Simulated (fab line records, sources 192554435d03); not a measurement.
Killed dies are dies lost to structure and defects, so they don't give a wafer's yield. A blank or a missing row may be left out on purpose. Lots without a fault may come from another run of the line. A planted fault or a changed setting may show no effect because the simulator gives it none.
A struck lot beside a sound one | flow n5_finfet | 15 steps out of a route of 1938
Sound: wafers L282.2, L282.3, L282.5. Struck: wafers L294.2, L294.3, L294.4. The cause comes at the end.
At each step with rows: each side's tool, then ch and its chambers, then its first start. Under that, the readings that differ: sound wafers | struck wafers | difference of the means | sigmas: that difference in standard deviations of wafers without a fault.
alike: readings whose means differ by less than 2 such deviations, and words and numbers that are the same on both sides. not compared: withheld readings, readings that some wafer has no value for, bounds like >300 that may hide the same value, and numbers for which the record gives no deviation and whose values overlap.
The two part at a step that has a row with sigmas, a row that says differs or no value, or rows on one side only. Numbers that don't overlap but have no deviation are shown without sigmas and don't part them. A reading that every wafer of one side lacks parts them only if that side has two wafers or more.

N5_HKMG_FIN_ALD_71: deposits TiN, target thk 1 nm, pulse time 1 s, purge time 3 s.
  sound on ald_metal-01 ch 0,3, day 6 01:14; struck on ald_metal-01 ch 0,1,3, day 9 00:01
  alike: heater_power_w, precursor_pulse_height_rel
then, 2 steps without rows for these wafers: N5_HKMG_FIN_COAT_66 (time 60 s, resist thk 300 nm); N5_HKMG_FIN_ETCH_67 (etches SOC in N2/H2, stops on TiN, target depth 388.9 nm).
N5_HKMG_FIN_STRIP_90: strips SOC in N2/H2, time 20 s.
  sound on rie_diel-02 ch 1,2,3, day 6 01:38; struck on rie_diel-02 ch 0,1,3, day 9 00:25
  alike: drypump_motor_current_A, oes_product_au, rf_vpp_V, showerhead_plenum_p_Torr, throttle_valve_pct
  not compared: rf_hours_counter_h
then, 4 steps without rows for these wafers: N5_HKMG_FIN_WET_ETCH_73 (etches the open film in SC1, time 42.3 s, target depth 1.3 nm, rinse time 30 s); N5_HKMG_FIN_ETCHBACK_68 (etches the open film in Cl2/Ar, stops on HfO2, target depth 0.5 nm); N5_HKMG_FIN_STRIP_69 (strips in N2/H2, time 360 s); N5_HKMG_FIN_ALD_21 (deposits TiN, target thk 1.5 nm, pulse time 1 s, purge time 3 s).
N5_HKMG_FIN_ALD_72: deposits W, target thk 2 nm, pulse time 1 s, purge time 2 s.
  sound on cvd_w-01 ch 0,1, day 6 02:41; struck on cvd_w-01 ch 0,1, day 9 01:28
  alike: heater_power_w, precursor_pulse_height_rel
N5_HKMG_FIN_W_FILL_22: material W, target thk 60 nm, time 18.2 s.
  sound on cvd_w-01 ch 0,1, day 6 02:45; struck on cvd_w-01 ch 0,1, day 9 01:32
  alike: heater_power_w, throttle_valve_pct
then, 2 steps without rows for these wafers: N5_HKMG_FIN_PRECLEAN_83 (cleans in DIW, time 57.5 s); N5_HKMG_FIN_SRD_84 (dry time 32 s).
N5_HKMG_FIN_CMP_23: polishes, stops on SiNx, t overpolish 10 s, target thk 46.326 nm.
  sound on cmp-02 ch 0,2, day 6 02:51; struck on cmp-01 ch 0,1,3, day 9 01:38
  reading          | sound             | struck            | difference | sigmas
  platen_rpm (rpm) | 50.26 50.25 50.32 | 48.33 48.26 48.26 | -1.99      | -55
  alike: motor_current_A, overpolish_run_s, slurry_flow_ml_min, time_to_endpoint_s
N5_HKMG_FIN_CMP_94: polishes, stops on SiNx, t overpolish 4.7 s, target thk 43.299 nm.
  sound on cmp-02 ch 0,2, day 6 03:20; struck on cmp-01 ch 0,1,3, day 9 02:07
  alike: motor_current_A, platen_rpm, slurry_flow_ml_min
-- the record jumps here: 3 days lie between the struck wafers' starts before and after (it left off in module HKMG_FIN and takes up again in module BEOL_M4, whose first step shown is number 1111 of the route) --
N5_BEOL_M4_RC_MEAS_101:
  sound on prober-01 ch 0, day 9 12:53; struck on prober-01 ch 0, day 12 05:05
  reading       | sound          | struck         | difference | sigmas
  SS_N (mV/dec) | 71.0 71.0 70.9 | 72.3 72.1 72.2 | +1.2       | +2
  SS_P (mV/dec) | 72.3 72.1 73.3 | 75.1 73.4 73.7 | +1.5       | +2
  alike: DIBL_N, DIBL_P, IOFF_N, IOFF_P, ION_N, ION_P, VT_N, VT_P

WHERE THEY PART
First at N5_HKMG_FIN_CMP_23; last, within this record, at N5_BEOL_M4_RC_MEAS_101.

WHY: what the simulator had put in
Process parameter drift: cmp-01, from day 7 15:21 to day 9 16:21, at N5_HKMG_FIN_CMP_23. Setting platen_rpm, moved by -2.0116, from 50.289. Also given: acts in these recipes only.
